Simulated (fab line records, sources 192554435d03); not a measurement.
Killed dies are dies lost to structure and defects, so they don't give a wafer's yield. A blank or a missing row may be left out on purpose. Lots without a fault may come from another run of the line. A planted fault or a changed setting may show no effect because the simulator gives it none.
A struck lot beside a sound one | flow n5_finfet | 36 steps out of a route of 1938
Sound: wafers L774.2, L774.4, L774.6. Struck: wafer L776.2. (L776.4, L776.5 of the same lot were not struck and are left out.) The cause comes at the end.
At each step with rows: each side's tool, then ch and its chambers, then its first start. Under that, the readings that differ: sound wafers | struck wafers | difference of the means | sigmas: that difference in standard deviations of wafers without a fault.
alike: readings whose means differ by less than 2 such deviations, and words and numbers that are the same on both sides. not compared: withheld readings, readings that some wafer has no value for, bounds like >300 that may hide the same value, and numbers for which the record gives no deviation and whose values overlap.
The two part at a step that has a row with sigmas, a row that says differs or no value, or rows on one side only. Numbers that don't overlap but have no deviation are shown without sigmas and don't part them. A reading that every wafer of one side lacks parts them only if that side has two wafers or more.

first, 9 steps without rows for these wafers: N5_BEOL_M4_ANNEAL_95 (time 240 s); N5_BEOL_M4_SPUTTER_96 (material Cu, target thk 4.5 nm, time 8.29 s); N5_BEOL_M4_ECD_50 (material Cu, target thk 300 nm); N5_BEOL_M4_ANNEAL_51 (time 90 s); N5_BEOL_M4_CMP_52 (polishes, stops on SiOC, t overpolish 6.8 s, target thk 40 nm); N5_BEOL_M4_PRE_CLEAN_60 (time 15 s); N5_BEOL_M4_CO_CAP_55 (material Co, precursor CCTBA/H2, target thk 2 nm, time 102.1 s); N5_BEOL_M4_PRE_CLEAN_56 (time 15 s); N5_BEOL_M4_DEP_57 (deposits SiCN from 3MS/NH3, target thk 8 nm, time 14 s).
N5_BEOL_M4_RC_MEAS_101:
  sound on prober-01 ch 0, day 9 22:51; struck on prober-02 ch 0, day 10 21:56
  alike: DIBL_N, DIBL_P, IOFF_N, IOFF_P, ION_N, ION_P, SS_N, SS_P, VT_N, VT_P
then, 24 steps without rows for these wafers: N5_BEOL_M5_ILD_DEP_00 (deposits SiCOH lowk from DEMS/porogen, target thk 140.64 nm, time 25.9 s); N5_BEOL_M5_CURE_79 (cures SiCOH lowk, time 240 s); N5_BEOL_M5_PECVD_70 (deposits SiO2 from TEOS/O2, target thk 16 nm, time 18 s); N5_BEOL_M5_HM_DEP_02 (deposits TiN, target thk 20 nm); N5_BEOL_M5_COAT_59 (time 60 s, resist thk 60 nm); N5_BEOL_M5_COAT_60 (time 60 s, resist thk 12 nm); N5_BEOL_M5_COAT_71 (time 60 s, resist thk 5 nm); N5_BEOL_M5_COAT_05 (resist thk 30 nm); N5_BEOL_M5_EBR_07; N5_BEOL_M5_SOFTBAKE_06 (time 60 s); N5_BEOL_M5_EXPOSE_08 (exposes mask M5, target cd 28 nm); N5_BEOL_M5_PEB_09 (peb time 60 s); N5_BEOL_M5_DEVELOP_10 (develop time 30 s); N5_BEOL_M5_DESCUM_16 (chemistry O2, time 7 s); N5_BEOL_M5_ETCH_72 (etches underlayer in N2/H2, target depth 6.5 nm, time 5.2 s); N5_BEOL_M5_ETCH_61 (etches SiARC in CF4, target depth 15.6 nm, time 26 s); N5_BEOL_M5_ETCH_62 (etches SOC in N2/H2, target depth 75 nm, overetch 15 nm, time 112.5 s); N5_BEOL_M5_STRIP_63 (strips in N2/H2); N5_BEOL_M5_STRIP_73 (strips in N2/H2); N5_BEOL_M5_STRIP_64 (strips in CF4); N5_BEOL_M5_HM_OPEN_17 (chemistry Cl2/BCl3, target TiN, target depth 20 nm, overetch 6 nm); N5_BEOL_M5_STRIP_19 (strips in O2); N5_BEOL_M5_COAT_65 (time 60 s, resist thk 60 nm); N5_BEOL_M5_COAT_66 (time 60 s, resist thk 12 nm).
-- the record jumps here: 4 days lie between the struck wafers' starts before and after (it left off in module BEOL_M5 and takes up again in module MIM_BOT_ETCH, whose first step shown is number 1868 of the route) --
N5_MIM_BOT_ETCH_ETCH_00: etches TiN in Cl2/BCl3, target depth 45.5 nm.
  sound on rie_metal-01 ch 0,1, day 14 01:07; struck on rie_metal-03 ch 1, day 14 23:10
  reading                              | sound             | struck | difference | sigmas
  throttle_valve_pct (%)               | 21.89 21.90 21.65 | 22.15  | +0.34      | +2
  model.etch.depth_nm (nm)             | 46.82 46.48 46.52 | 29.62  | -16.99     |
  model.MIM_BOT_ETCH.cd_offset_nm (nm) | -0.2 -0.2 -0.6    | 0.6    | +0.9       |
  alike: drypump_motor_current_A, oes_product_au, rf_fwd_power_W
  not compared: rf_hours_counter_h, model.coat_of_MIM_BOT_LITHO_COAT_02.thk_nm
N5_PASSIVATION_PROBE_49:
  sound on prober-02, day 14 09:02; struck on prober-02, day 15 07:04
  reading                  | sound          | struck | difference | sigmas
  defect_limited_yield (%) | 91.6 92.8 90.8 | 0      | -92        | -57
  killed_at_M0_to_M3       | 23 23 22       | 50     | +27        | +2
  killed_at_other          | 0 3 1          | 1069   | +1068      | +99 or more
  killed_dies              | 99 85 109      | 1180   | +1082      | +57
  killed_on_rim            | 7 12 11        | 152    | +142       | +36
  sort_bin_5_function (%)  | 5.2 4.2 5.3    | 96.3   | +91.4      | +92
  sort_n_pass              | 1081 1095 1071 | 0      | -1082      | -57
  sort_yield_pct (%)       | 91.6 92.8 90.8 | 0      | -92        | -57
  alike: killed_at_M4_up, killed_at_contacts, killed_at_front_end, killed_open, killed_short, sort_bin_6_memory

WHERE THEY PART
First at N5_MIM_BOT_ETCH_ETCH_00; last, within this record, at N5_PASSIVATION_PROBE_49.

WHY: what the simulator had put in
Process parameter drift: rie_metal-03, from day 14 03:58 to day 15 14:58, at N5_MIM_BOT_ETCH_ETCH_00. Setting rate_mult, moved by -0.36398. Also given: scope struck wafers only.
